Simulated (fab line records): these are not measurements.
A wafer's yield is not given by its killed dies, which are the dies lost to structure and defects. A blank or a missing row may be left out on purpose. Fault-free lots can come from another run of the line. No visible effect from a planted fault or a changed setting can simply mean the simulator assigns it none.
Chamber matching | flow nand-harc | NHARC_A_ONON_D2_DEP_33 on pecvd-04 has 3 sister chambers
The step deposits SiO2, target thk 200 nm. 6 wafers are shown with their chamber, then 12 later ones without.

## EACH WAFER AND ITS CHAMBER
wafer  | chamber | heater-power-w (W) | throttle-valve-pct (%)
L080.4 | 2       | 765                | 15.8
L085.1 | 1       | 509                | 15.8
L085.6 | 2       | 756                | 15.7
L088.2 | 0       | 672                | 16.4
L088.5 | 1       | 465                | 16.1
L088.6 | 0       | 664                | 16.2

## WAFERS WITH NO CHAMBER GIVEN
wafer  | heater-power-w (W) | throttle-valve-pct (%)
L090.1 | 744                | 15.9
L090.4 | 764                | 16.1
L090.5 | 595                | 16.5
L094.1 | 712                | 16.5
L094.2 | 686                | 15.8
L094.5 | 708                | 16.4
L095.1 | 700                | 16.1
L095.2 | 725                | 15.9
L095.5 | 713                | 16.3
L096.3 | 487                | 15.7
L096.5 | 500                | 15.5
L096.6 | 588                | 16.1

## THE CHAMBER EACH PASSED THROUGH
wafer  | from the rows above     | in truth
L090.1 | 2                       | 2
L090.4 | 2                       | 2
L090.5 | 0                       | 0
L094.1 | 0                       | 0
L094.2 | can't be placed: 0 or 2 | 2
L094.5 | 0                       | 0
L095.1 | can't be placed: 0 or 2 | 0
L095.2 | can't be placed: 2 or 0 | 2
L095.5 | can't be placed: 0 or 2 | 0
L096.3 | 1                       | 1
L096.5 | 1                       | 1
L096.6 | can't be placed: 0 or 1 | 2
Correct placement for 7 of the 12. Unplaceable from these rows: 5, with the true chamber sitting among the candidates in 4. Placed wrongly: 0.
How it was worked out, from the rows above alone: a wafer's distance from a chamber is the root of the sum, over the readings, of the square of ((its reading less the chamber's mean) divided by the reading's scatter). The wafer belongs to the nearest chamber; if the next one is less than 2 further off, it can't be placed. A chamber's mean is the mean of its shown wafers. The scatter: the root of (the sum of the squares of (reading less its chamber's mean) over the shown wafers, divided by (wafers less chambers)).
